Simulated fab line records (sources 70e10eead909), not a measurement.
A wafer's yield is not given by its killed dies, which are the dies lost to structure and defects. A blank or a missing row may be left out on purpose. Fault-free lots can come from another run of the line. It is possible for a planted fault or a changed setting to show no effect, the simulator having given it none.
Check of tool commonality	flow nand-harc	Lots sampled 14, wafers sampled 42

== WHAT PROMPTED THE OPENING ==
Flagged at NHARC_A_ONON_D1_THK_MEAS_18: reading thk-nm, on 2 of 14 lots. No-fault wafers: 1001 nm, standard deviation 11.
Rule: a lot gets a flag if all its wafers with a number sit over 4 standard deviations from that mean, or if no wafer of it has a number. All remaining lots are regarded as sound.

lot	measured	on	thk-nm (nm), wafer by wafer	flag
L812	day 8 19:10	film-metro-02	1014 1015 1017	
L814	day 9 17:47	film-metro-01	996 995 995	
L816	day 10 13:50	film-metro-02	981 982 982	
L818	day 11 06:49	film-metro-01	1001 1002 1002	
L817	day 11 06:49	film-metro-02	344 345 346	FLAGGED
L819	day 11 19:10	film-metro-01	999 999 1000	
L820	day 12 12:22	film-metro-02	311 309 310	FLAGGED
L825	day 14 01:34	film-metro-02	1006 1008 1009	
L827	day 14 23:31	film-metro-01	982 980 982	
L828	day 15 16:04	film-metro-01	992 995 994	
L829	day 16 04:04	film-metro-01	1014 1010 1013	
L830	day 16 12:26	film-metro-01	1004 1008 1008	
L832	day 17 01:08	film-metro-01	996 996 997	
L833	day 17 23:25	film-metro-01	1015 1016 1018	
On average the flagged lots' numbers are 328 nm, which is -674 nm against the usual, or -61 standard deviations.

== WHICH TOOL RAN EACH LOT ==
Before the reading, the record contains 2 process steps out of a 1302-step route. Every cell lists first the tool, next ch and the chambers used by the sampled wafers, and last the start.
lot	flag	NHARC_A_ZERO_WELL_RTA_16	NHARC_A_ONON_D1_DEP_16
L812		rtp-anneal-01 ch 0, day 7 14:29	pecvd-onon-01 ch 0, day 8 18:42
L814		rtp-anneal-01 ch 0, day 8 10:35	pecvd-onon-04 ch 0, day 9 17:16
L816		rtp-anneal-01 ch 0, day 9 06:11	pecvd-onon-01 ch 0, day 10 13:27
L818		rtp-anneal-02 ch 0, day 10 00:25	pecvd-onon-02 ch 0, day 11 06:18
L817	FLAGGED	rtp-anneal-01 ch 0, day 9 23:52	pecvd-onon-04 ch 0, day 11 06:22
L819		rtp-anneal-01 ch 0, day 10 12:32	pecvd-onon-01 ch 0, day 11 18:47
L820	FLAGGED	rtp-anneal-01 ch 0, day 11 03:38	pecvd-onon-04 ch 0, day 12 11:58
L825		rtp-anneal-01 ch 0, day 12 18:42	pecvd-onon-02 ch 0, day 14 01:07
L827		rtp-anneal-02 ch 0, day 13 18:00	pecvd-onon-04 ch 0, day 14 23:04
L828		rtp-anneal-01 ch 0, day 14 06:53	pecvd-onon-04 ch 0, day 15 15:37
L829		rtp-anneal-02 ch 0, day 14 17:01	pecvd-onon-01 ch 0, day 16 03:34
L830		rtp-anneal-02 ch 0, day 15 04:56	pecvd-onon-04 ch 0, day 16 11:56
L832		rtp-anneal-01 ch 0, day 15 17:05	pecvd-onon-04 ch 0, day 17 00:40
L833		rtp-anneal-02 ch 0, day 16 08:32	pecvd-onon-04 ch 0, day 17 22:58
What the steps here do:
- NHARC_A_ZERO_WELL_RTA_16: time 10 s.
- NHARC_A_ONON_D1_DEP_16: target thk 1000 nm.
- NHARC_A_ONON_D1_THK_MEAS_18: measures by ellipsometry.

== FLAGGED AGAINST TOTAL, ONE TOOL AT A TIME (gauges that did the reading follow at the end) ==
step	tool	lots run	flagged	share of the flagged lots	sound lots run after its first flagged lot
NHARC_A_ZERO_WELL_RTA_16	rtp-anneal-01	9	2	all	4 (L819,L825,L828,L832)
NHARC_A_ZERO_WELL_RTA_16	rtp-anneal-02	5	0	none	-
NHARC_A_ONON_D1_DEP_16	pecvd-onon-01	4	0	none	-
NHARC_A_ONON_D1_DEP_16	pecvd-onon-02	2	0	none	-
NHARC_A_ONON_D1_DEP_16	pecvd-onon-04	8	2	all	5 (L827,L828,L830,L832,L833)
NHARC_A_ONON_D1_THK_MEAS_18	film-metro-01	9	0	none	-
NHARC_A_ONON_D1_THK_MEAS_18	film-metro-02	5	2	all	1 (L825)

== WHAT IS ALLOWED BY THE TABLE ==
Every flagged lot was run by 3 rows of the table: rtp-anneal-01 at NHARC_A_ZERO_WELL_RTA_16, pecvd-onon-04 at NHARC_A_ONON_D1_DEP_16 and film-metro-02 at NHARC_A_ONON_D1_THK_MEAS_18.
- rtp-anneal-01 at NHARC_A_ZERO_WELL_RTA_16: 2 of its 9 lots flagged. After the first flagged lot (L819, L825, L828, L832), sound lots still ran on it; a lasting fault on the whole tool would not permit that.
- pecvd-onon-04 at NHARC_A_ONON_D1_DEP_16: 2 of its 8 lots flagged. After the first flagged lot (L827, L828, L830, L832, L833), sound lots still ran on it; a lasting fault on the whole tool would not permit that.
- film-metro-02 at NHARC_A_ONON_D1_THK_MEAS_18: 2 of its 5 lots flagged. After the first flagged lot (L825), sound lots still ran on it; a lasting fault on the whole tool would not permit that.
Every row of the table either missed a flagged lot or ran a sound lot after the first.

== WHAT HAD BEEN PUT IN BY THE SIMULATOR ==
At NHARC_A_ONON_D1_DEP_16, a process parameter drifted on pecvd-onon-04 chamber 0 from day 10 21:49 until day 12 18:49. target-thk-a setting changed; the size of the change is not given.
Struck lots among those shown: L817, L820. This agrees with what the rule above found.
